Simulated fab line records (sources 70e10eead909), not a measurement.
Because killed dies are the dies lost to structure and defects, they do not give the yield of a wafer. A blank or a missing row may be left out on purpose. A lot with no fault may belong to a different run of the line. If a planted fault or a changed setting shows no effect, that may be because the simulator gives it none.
Which tool is to blame? | flow nand-harc | 12 lots, 36 wafers sampled, at 5 steps of a route of 1302

WHAT THE GAUGES SHOWED, per wafer
NHARC_A_BONDPAD_INSPECT_23.
lot  | measured     | on                | raw-defect-count
L927 | day 23 03:33 | defect-inspect-01 | 424 384 468
L932 | day 25 00:10 | defect-inspect-02 | 761 749 613
L931 | day 25 04:34 | defect-inspect-01 | 521 615 547
L938 | day 28 00:54 | defect-inspect-01 | 537 446 424
L940 | day 28 20:10 | defect-inspect-01 | 511 588 436
L941 | day 28 20:30 | defect-inspect-02 | 772 845 586
L942 | day 28 21:08 | defect-inspect-01 | 469 571 706
L943 | day 29 21:34 | defect-inspect-02 | 415 440 421
L946 | day 30 13:13 | defect-inspect-02 | 515 600 527
L945 | day 30 16:39 | defect-inspect-02 | 456 357 466
L950 | day 32 03:17 | defect-inspect-01 | 499 577 475
L949 | day 32 13:56 | defect-inspect-01 | 522 434 412

NHARC_END_SORT_01.
lot  | measured     | on        | defect-limited-yield (%) | killed-at-array | killed-at-other | killed-at-periphery | killed-dies | killed-open | killed-short | sort_bin_2_pct (%) | sort_bin_3_pct (%) | sort_bin_4_pct (%) | sort-n-pass | sort-rim-yield-pct (%) | sort-yield-pct (%)
L938 | day 29 04:59 | prober-02 | 0 0 0                    | 60 52 60        | 611 621 607     | 6 4 10              | 677 677 677 | 3 5 3       | 5 0 3        | 94.1 95.9 93.1     | 0.6 0.4 0.3        | 5.3 3.7 6.6        | 0 0 0       | 0 0 0                  | 0 0 0
L940 | day 30 09:56 | prober-01 | 0 0 0                    | 53 68 64        | 621 600 612     | 3 9 1               | 677 677 677 | 2 4 2       | 1 2 4        | 94.2 93.2 93.5     | 1.2 0.7 0.4        | 4.6 6.1 6.1        | 0 0 0       | 0 0 0                  | 0 0 0
L945 | day 31 19:31 | prober-01 | 91.0 93.4 93.2           | 55 43 44        | 2 0 0           | 4 2 2               | 61 45 46    | 2 4 3       | 2 0 0        | 3.5 3.2 2.4        | 0.4 0.1 0.1        | 5.0 3.2 4.3        | 616 632 631 | 96 97 97               | 91.0 93.4 93.2

TOOL THAT RAN EACH LOT (tool first, then ch and the chambers of the sampled wafers, then the start)
lot  | NHARC_THIN_TSV_CMP_01         | NHARC_THIN_TSV_STRIP_62              | NHARC_THIN_TSV_PVD_51
L927 | cmp-04 ch 1,2, day 23 12:48   | plasma-asher-01 ch 0,1, day 23 16:36 | pvd-sputter-01, day 23 17:04
L932 | cmp-03 ch 1,2,3, day 25 09:01 | plasma-asher-02 ch 0,1, day 25 13:03 | pvd-sputter-02, day 25 13:33
L931 | cmp-02 ch 1,2,3, day 25 15:32 | plasma-asher-01 ch 0,1, day 25 19:27 | pvd-sputter-03, day 25 19:52
L938 | cmp-04 ch 0,1, day 28 13:01   | plasma-asher-01 ch 1, day 28 17:37   | pvd-sputter-03, day 28 18:04
L940 | cmp-02 ch 0,2,3, day 29 09:21 | plasma-asher-02 ch 0,1, day 29 13:21 | pvd-sputter-01, day 29 13:46
L941 | cmp-02 ch 1,2,3, day 29 08:10 | plasma-asher-02 ch 0,1, day 29 12:07 | pvd-sputter-02, day 29 12:34
L942 | cmp-04 ch 1,2,3, day 29 10:32 | plasma-asher-01 ch 0,1, day 29 14:20 | pvd-sputter-03, day 29 14:47
L943 | cmp-02 ch 1,2, day 30 08:24   | plasma-asher-01 ch 0,1, day 30 12:31 | pvd-sputter-02, day 30 12:56
L946 | cmp-03 ch 0,3, day 31 01:41   | plasma-asher-02 ch 0,1, day 31 05:48 | pvd-sputter-02, day 31 06:13
L945 | cmp-04 ch 0,1,2, day 31 02:56 | plasma-asher-02 ch 0,1, day 31 06:51 | pvd-sputter-03, day 31 07:16
L950 | cmp-03 ch 0,1,2, day 32 14:58 | plasma-asher-02 ch 0,1, day 32 18:55 | pvd-sputter-03, day 32 19:20
L949 | cmp-04 ch 0,1,2, day 33 01:08 | plasma-asher-02 ch 0,1, day 33 05:07 | pvd-sputter-02, day 33 08:12
- NHARC_THIN_TSV_CMP_01: polishes.
- NHARC_THIN_TSV_STRIP_62: strips in N2/H2, time 20 s.
- NHARC_THIN_TSV_PVD_51: deposits Cu, target thk 100 nm.

AS READ BY THE TOOLS THEMSELVES (means over the sampled wafers that have a number; for cases with no such wafer, the mark the record gives instead)
NHARC_THIN_TSV_CMP_01.
lot  | tool   | edge-zone-pressure-frac | motor-current-A (A)
L927 | cmp-04 | 1.002                   | 10.1
L932 | cmp-03 | 1.005                   | 11.1
L931 | cmp-02 | 1.001                   | 11.7
L938 | cmp-04 | 1.003                   | 11.1
L940 | cmp-02 | 1.001                   | 12.1
L941 | cmp-02 | 0.997                   | 11.4
L942 | cmp-04 | 1.000                   | 11.6
L943 | cmp-02 | 1.000                   | 12.1
L946 | cmp-03 | 1.001                   | 11.8
L945 | cmp-04 | 1.003                   | 10.8
L950 | cmp-03 | 1.003                   | 11.3
L949 | cmp-04 | 1.003                   | 11.2

NHARC_THIN_TSV_STRIP_62.
lot  | tool            | drypump-motor-current-A (A) | heater-power-w (W)
L927 | plasma-asher-01 | 5.5                         | 311
L932 | plasma-asher-02 | 6.0                         | 346
L931 | plasma-asher-01 | 5.8                         | 304
L938 | plasma-asher-01 | 6.2                         | 290
L940 | plasma-asher-02 | 5.9                         | 320
L941 | plasma-asher-02 | 5.9                         | 329
L942 | plasma-asher-01 | 5.5                         | 315
L943 | plasma-asher-01 | 5.5                         | 317
L946 | plasma-asher-02 | 5.9                         | 327
L945 | plasma-asher-02 | 6.1                         | 318
L950 | plasma-asher-02 | 6.0                         | 316
L949 | plasma-asher-02 | 6.0                         | 316

NHARC_THIN_TSV_PVD_51.
lot  | tool           | chamber-pressure-pa (Pa) | throttle-valve-pct (%)
L927 | pvd-sputter-01 | 5.003                    | 30.0
L932 | pvd-sputter-02 | 5.001                    | 29.3
L931 | pvd-sputter-03 | 5.004                    | 30.2
L938 | pvd-sputter-03 | -                        | -
L940 | pvd-sputter-01 | -                        | -
L941 | pvd-sputter-02 | 5.004                    | 29.1
L942 | pvd-sputter-03 | 4.999                    | 29.7
L943 | pvd-sputter-02 | 5.013                    | 28.9
L946 | pvd-sputter-02 | 5.005                    | 29.0
L945 | pvd-sputter-03 | 4.998                    | 30.0
L950 | pvd-sputter-03 | 5.014                    | 29.2
L949 | pvd-sputter-02 | 4.995                    | 28.9

THE ANSWER, worked out from the rows above alone
Rule: the usual values come from the lots themselves. Put in order of their means at a reading, lots are off if they are a third of the lots or fewer, leave a main group of 4 or more, and stand apart from it by a gap of 3 or more times the standard deviation of the main group's means; of several such gaps the widest counts. A main group is skipped when, at the precision printed for the reading in the tables above, its means are all equal. A lot without any number at a reading at which 4 lots or more have one is off too. All remaining lots with rows at the step are treated as sound. First the gauges in route order, then the tools' own readings, where a lot's mean is used as printed above. The first step at which some lot is off is used, and at that step the reading that is off furthest; a lot without a number counts as furthest.
Off: L938, L940, at NHARC_THIN_TSV_PVD_51 (chamber-pressure-pa). Without a number there: L938, L940. For the main group the mean is 5.004 Pa and the standard deviation 0.0058.
If a tool, at that step or one of the process steps before it, ran each lot that is off and ran no sound lot following the first of them, it fits. Not one of the candidates tried fits.

WHAT THE SIMULATOR HAD PUT IN
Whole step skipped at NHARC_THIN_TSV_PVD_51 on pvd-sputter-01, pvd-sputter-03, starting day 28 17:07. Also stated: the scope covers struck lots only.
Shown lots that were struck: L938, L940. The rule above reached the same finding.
